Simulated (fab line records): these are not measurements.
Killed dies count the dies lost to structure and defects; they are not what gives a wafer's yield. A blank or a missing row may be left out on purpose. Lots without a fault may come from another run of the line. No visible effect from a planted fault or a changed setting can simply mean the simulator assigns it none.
Matching of chambers	flow n5_finfet	rie_si-01 running N5_FIN_SAQP_MANDREL_ETCH_22: 4 sister chambers
The step etches a-Si in HBr/Cl2, stops on SiNx, target depth 60 nm, bt time 10 s, time 30 s. 4 wafers are shown with their chamber, then 6 later ones without.

== WAFERS WITH THEIR CHAMBER ==
wafer	chamber	drypump_motor_current_A (A)
L471.1	0	5.63
L472.2	3	6.26
L482.1	2	6.16
L482.2	1	6.28

== WAFERS WITHOUT THEIR CHAMBER ==
wafer	drypump_motor_current_A (A)
L482.3	5.63
L483.4	5.59
L483.6	6.26
L486.1	6.30
L486.3	5.64
L486.6	6.27

== THE CHAMBER EACH PASSED THROUGH ==
wafer	from the rows above	in truth
L482.3	0	0
L483.4	0	0
L483.6	can't be placed: 3 or 1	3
L486.1	can't be placed: 1 or 3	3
L486.3	0	0
L486.6	can't be placed: 3 or 1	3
Correctly placed: 3 of 6. Cannot be placed on the basis of these rows: 3; the candidates contain the true chamber in 3. Placed wrongly: 0.
How it was worked out, from the rows above alone: a wafer's distance from a chamber is the root of the sum, over the readings, of the square of ((its reading less the chamber's mean) divided by the reading's scatter). The wafer belongs to the nearest chamber; if the next one is less than 2 further off, it can't be placed. Each chamber's mean is taken over the wafers shown for it. The scatter: root of mean squared gap, hidden wafer to nearest shown wafer, with one shown wafer a chamber.
